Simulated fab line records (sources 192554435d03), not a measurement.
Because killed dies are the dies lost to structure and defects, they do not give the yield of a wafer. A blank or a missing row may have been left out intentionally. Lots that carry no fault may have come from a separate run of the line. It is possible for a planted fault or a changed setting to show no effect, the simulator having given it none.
Split-lot study :: flow n5Finfet :: route with 1938 steps; 7 lots, 39 wafers read

THE SPLIT ITSELF
At N5_BEOL_M0_ETCH_128 (etches SiCN in CF4/N2, target depth 12 nm, overetch 5.1 nm, time 21.4 s), the setting timeS was moved away from the recipe's 21.4 s on 15 of the 39 wafers read, by -16.5% to +54.7%. All remaining wafers had this setting at the recipe value.

The split's own step is where the reading is taken.

THE READING
TiN_of_BEOL_M0_SAQP_HM_DEP_02.thkNm (the simulator's own value, which no gauge read), in nm, at N5_BEOL_M0_ETCH_128 (etches SiCN in CF4/N2, target depth 12 nm, overetch 5.1 nm, time 21.4 s). There is no usual value for it anywhere in the file. Across the 24 wafers here that went through the recipe, the average is 10.9 nm and the standard deviation 0.14 nm.

wafer: L077.1
tool, chamber at the split: rieDiel-02, 0
timeS as run, s: 21.4
against the recipe: recipe
TiN_of_BEOL_M0_SAQP_HM_DEP_02.thkNm, nm: 10.8
against lot-mates on the recipe: -

wafer: L077.2
tool, chamber at the split: rieDiel-02, 1,0
timeS as run, s: 21.4
against the recipe: recipe
TiN_of_BEOL_M0_SAQP_HM_DEP_02.thkNm, nm: 11
against lot-mates on the recipe: -

wafer: L077.6
tool, chamber at the split: rieDiel-02, 1,0
timeS as run, s: 21.4
against the recipe: recipe
TiN_of_BEOL_M0_SAQP_HM_DEP_02.thkNm, nm: 11
against lot-mates on the recipe: -

wafer: L077.3
tool, chamber at the split: rieDiel-02, 2
timeS as run, s: 29.2
against the recipe: +36.4%
TiN_of_BEOL_M0_SAQP_HM_DEP_02.thkNm, nm: 10.6
against lot-mates on the recipe: -0.3

wafer: L077.4
tool, chamber at the split: rieDiel-02, 3
timeS as run, s: 29.2
against the recipe: +36.4%
TiN_of_BEOL_M0_SAQP_HM_DEP_02.thkNm, nm: 10.4
against lot-mates on the recipe: -0.5

wafer: L077.5
tool, chamber at the split: rieDiel-02, 3
timeS as run, s: 29.2
against the recipe: +36.4%
TiN_of_BEOL_M0_SAQP_HM_DEP_02.thkNm, nm: 10.4
against lot-mates on the recipe: -0.5

wafer: L079.1
tool, chamber at the split: rieDiel-04, 3,2
timeS as run, s: 24.77
against the recipe: +15.7%
TiN_of_BEOL_M0_SAQP_HM_DEP_02.thkNm, nm: 10.6
against lot-mates on the recipe: -0.3

wafer: L079.2
tool, chamber at the split: rieDiel-04, 3,2
timeS as run, s: 24.77
against the recipe: +15.7%
TiN_of_BEOL_M0_SAQP_HM_DEP_02.thkNm, nm: 10.6
against lot-mates on the recipe: -0.3

wafer: L079.3
tool, chamber at the split: rieDiel-04, 1
timeS as run, s: 21.4
against the recipe: recipe
TiN_of_BEOL_M0_SAQP_HM_DEP_02.thkNm, nm: 11
against lot-mates on the recipe: -

wafer: L079.4
tool, chamber at the split: rieDiel-04, 0
timeS as run, s: 24.77
against the recipe: +15.7%
TiN_of_BEOL_M0_SAQP_HM_DEP_02.thkNm, nm: 10.4
against lot-mates on the recipe: -0.5

wafer: L079.5
tool, chamber at the split: rieDiel-04, 1,0
timeS as run, s: 21.4
against the recipe: recipe
TiN_of_BEOL_M0_SAQP_HM_DEP_02.thkNm, nm: 10.8
against lot-mates on the recipe: -

wafer: L079.6
tool, chamber at the split: rieDiel-04, 1,0
timeS as run, s: 21.4
against the recipe: recipe
TiN_of_BEOL_M0_SAQP_HM_DEP_02.thkNm, nm: 10.8
against lot-mates on the recipe: -

wafer: L086.1
tool, chamber at the split: rieDiel-04, 1,0
timeS as run, s: 17.87
against the recipe: -16.5%
TiN_of_BEOL_M0_SAQP_HM_DEP_02.thkNm, nm: 11
against lot-mates on the recipe: +0.3

wafer: L086.3
tool, chamber at the split: rieDiel-04, 1,0
timeS as run, s: 17.87
against the recipe: -16.5%
TiN_of_BEOL_M0_SAQP_HM_DEP_02.thkNm, nm: 11
against lot-mates on the recipe: +0.3

wafer: L086.2
tool, chamber at the split: rieDiel-04, 2
timeS as run, s: 21.4
against the recipe: recipe
TiN_of_BEOL_M0_SAQP_HM_DEP_02.thkNm, nm: 10.6
against lot-mates on the recipe: -

wafer: L086.4
tool, chamber at the split: rieDiel-04, 3,2
timeS as run, s: 21.4
against the recipe: recipe
TiN_of_BEOL_M0_SAQP_HM_DEP_02.thkNm, nm: 10.8
against lot-mates on the recipe: -

wafer: L086.6
tool, chamber at the split: rieDiel-04, 3,2
timeS as run, s: 21.4
against the recipe: recipe
TiN_of_BEOL_M0_SAQP_HM_DEP_02.thkNm, nm: 10.8
against lot-mates on the recipe: -

wafer: L086.5
tool, chamber at the split: rieDiel-04, 3
timeS as run, s: 17.87
against the recipe: -16.5%
TiN_of_BEOL_M0_SAQP_HM_DEP_02.thkNm, nm: 10.8
against lot-mates on the recipe: +0.1

wafer: L087.3
tool, chamber at the split: rieDiel-02, 3
timeS as run, s: 21.4
against the recipe: recipe
TiN_of_BEOL_M0_SAQP_HM_DEP_02.thkNm, nm: 10.8
against lot-mates on the recipe: -

wafer: L087.4
tool, chamber at the split: rieDiel-02, 1
timeS as run, s: 21.4
against the recipe: recipe
TiN_of_BEOL_M0_SAQP_HM_DEP_02.thkNm, nm: 11.2
against lot-mates on the recipe: -

wafer: L087.6
tool, chamber at the split: rieDiel-02, 3
timeS as run, s: 21.4
against the recipe: recipe
TiN_of_BEOL_M0_SAQP_HM_DEP_02.thkNm, nm: 11
against lot-mates on the recipe: -

wafer: L092.1
tool, chamber at the split: rieDiel-04, 3,1
timeS as run, s: 21.4
against the recipe: recipe
TiN_of_BEOL_M0_SAQP_HM_DEP_02.thkNm, nm: 11
against lot-mates on the recipe: -

wafer: L092.2
tool, chamber at the split: rieDiel-04, 3,1
timeS as run, s: 21.4
against the recipe: recipe
TiN_of_BEOL_M0_SAQP_HM_DEP_02.thkNm, nm: 11
against lot-mates on the recipe: -

wafer: L092.3
tool, chamber at the split: rieDiel-04, 0,0,3
timeS as run, s: 21.4
against the recipe: recipe
TiN_of_BEOL_M0_SAQP_HM_DEP_02.thkNm, nm: 10.8
against lot-mates on the recipe: -

wafer: L092.4
tool, chamber at the split: rieDiel-04, 0,0,3
timeS as run, s: 21.4
against the recipe: recipe
TiN_of_BEOL_M0_SAQP_HM_DEP_02.thkNm, nm: 10.8
against lot-mates on the recipe: -

wafer: L092.6
tool, chamber at the split: rieDiel-04, 0,0,3
timeS as run, s: 21.4
against the recipe: recipe
TiN_of_BEOL_M0_SAQP_HM_DEP_02.thkNm, nm: 10.8
against lot-mates on the recipe: -

wafer: L092.5
tool, chamber at the split: rieDiel-04, 1
timeS as run, s: 21.4
against the recipe: recipe
TiN_of_BEOL_M0_SAQP_HM_DEP_02.thkNm, nm: 11.2
against lot-mates on the recipe: -

wafer: L093.1
tool, chamber at the split: rieDiel-01, 3,0
timeS as run, s: 21.4
against the recipe: recipe
TiN_of_BEOL_M0_SAQP_HM_DEP_02.thkNm, nm: 10.8
against lot-mates on the recipe: -

wafer: L093.3
tool, chamber at the split: rieDiel-01, 3,0
timeS as run, s: 21.4
against the recipe: recipe
TiN_of_BEOL_M0_SAQP_HM_DEP_02.thkNm, nm: 10.8
against lot-mates on the recipe: -

wafer: L093.2
tool, chamber at the split: rieDiel-01, 2,1
timeS as run, s: 32.9
against the recipe: +53.7%
TiN_of_BEOL_M0_SAQP_HM_DEP_02.thkNm, nm: 10.2
against lot-mates on the recipe: -0.7

wafer: L093.4
tool, chamber at the split: rieDiel-01, 2,1
timeS as run, s: 32.9
against the recipe: +53.7%
TiN_of_BEOL_M0_SAQP_HM_DEP_02.thkNm, nm: 10.2
against lot-mates on the recipe: -0.7

wafer: L093.5
tool, chamber at the split: rieDiel-01, 3
timeS as run, s: 32.9
against the recipe: +53.7%
TiN_of_BEOL_M0_SAQP_HM_DEP_02.thkNm, nm: 10
against lot-mates on the recipe: -0.9

wafer: L093.6
tool, chamber at the split: rieDiel-01, 2
timeS as run, s: 21.4
against the recipe: recipe
TiN_of_BEOL_M0_SAQP_HM_DEP_02.thkNm, nm: 11
against lot-mates on the recipe: -

wafer: L097.1
tool, chamber at the split: rieDiel-02, 2,3,2
timeS as run, s: 33.1
against the recipe: +54.7%
TiN_of_BEOL_M0_SAQP_HM_DEP_02.thkNm, nm: 10.2
against lot-mates on the recipe: -0.6

wafer: L097.5
tool, chamber at the split: rieDiel-02, 2,3,2
timeS as run, s: 33.1
against the recipe: +54.7%
TiN_of_BEOL_M0_SAQP_HM_DEP_02.thkNm, nm: 10.2
against lot-mates on the recipe: -0.6

wafer: L097.6
tool, chamber at the split: rieDiel-02, 2,3,2
timeS as run, s: 33.1
against the recipe: +54.7%
TiN_of_BEOL_M0_SAQP_HM_DEP_02.thkNm, nm: 10.2
against lot-mates on the recipe: -0.6

wafer: L097.2
tool, chamber at the split: rieDiel-02, 0,3,1
timeS as run, s: 21.4
against the recipe: recipe
TiN_of_BEOL_M0_SAQP_HM_DEP_02.thkNm, nm: 10.8
against lot-mates on the recipe: -

wafer: L097.3
tool, chamber at the split: rieDiel-02, 0,3,1
timeS as run, s: 21.4
against the recipe: recipe
TiN_of_BEOL_M0_SAQP_HM_DEP_02.thkNm, nm: 10.8
against lot-mates on the recipe: -

wafer: L097.4
tool, chamber at the split: rieDiel-02, 0,3,1
timeS as run, s: 21.4
against the recipe: recipe
TiN_of_BEOL_M0_SAQP_HM_DEP_02.thkNm, nm: 10.8
against lot-mates on the recipe: -
Where a row lists several chambers, the file gives one row for several wafers and doesn't say which wafer went through which chamber.

FIT RESULTS
A straight line over all 39 wafers: TiN_of_BEOL_M0_SAQP_HM_DEP_02.thkNm changes by -0.0123 nm for each +1% of timeS; r = -0.89; the points scatter about the line by 0.14 nm.
The same after taking each lot's own level away (the mean of its wafers on the recipe; 39 wafers): -0.0125 nm for each +1%; r = -0.92; scatter 0.12 nm.
According to that fit, moving timeS by its largest amount changes the reading by 0.68 nm.
The span of the lots' own levels, 10.73 to 11.00 nm, comes to 1.9 times the standard deviation stated above.
Consequently the slope shifts little with the lot-to-lot level, the two slopes agreeing.
Check: with one of the wafers moved furthest among these (+54.7%) left out of the fit, the line predicts -0.705 nm for it against its lot-mates. It came out at -0.6 nm against them.

OTHER SPLITS APPLIED TO THESE WAFERS
Other splits were also applied to these wafers ahead of the reading. Each is held against what the fit with the lots' levels taken away leaves over:
other split on the same wafers: N5_ZERO_LAYER_DEVELOP_10 developTimeS
wafers away from the commonest value: 15
r with TiN_of_BEOL_M0_SAQP_HM_DEP_02.thkNm (lot level and that fit taken away): +0.00

other split on the same wafers: N5_FIN_SAQP_HM_DEP_72 timeS
wafers away from the commonest value: 12
r with TiN_of_BEOL_M0_SAQP_HM_DEP_02.thkNm (lot level and that fit taken away): +0.05

other split on the same wafers: N5_SD_EPI_N_DEVELOP_08 developTimeS
wafers away from the commonest value: 15
r with TiN_of_BEOL_M0_SAQP_HM_DEP_02.thkNm (lot level and that fit taken away): -0.21

other split on the same wafers: N5_HKMG_FIN_ALD_71 aldCycles
wafers away from the commonest value: 18
r with TiN_of_BEOL_M0_SAQP_HM_DEP_02.thkNm (lot level and that fit taken away): -0.04

other split on the same wafers: N5_MOL_CONTACT_COAG_VIA_ETCH_46 targetDepthA
wafers away from the commonest value: 12
r with TiN_of_BEOL_M0_SAQP_HM_DEP_02.thkNm (lot level and that fit taken away): +0.10

THE FILE'S OWN FIT
TiN_of_BEOL_M0_SAQP_HM_DEP_02.thkNm changes by -0.0127 nm for each +1% of timeS, r = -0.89.
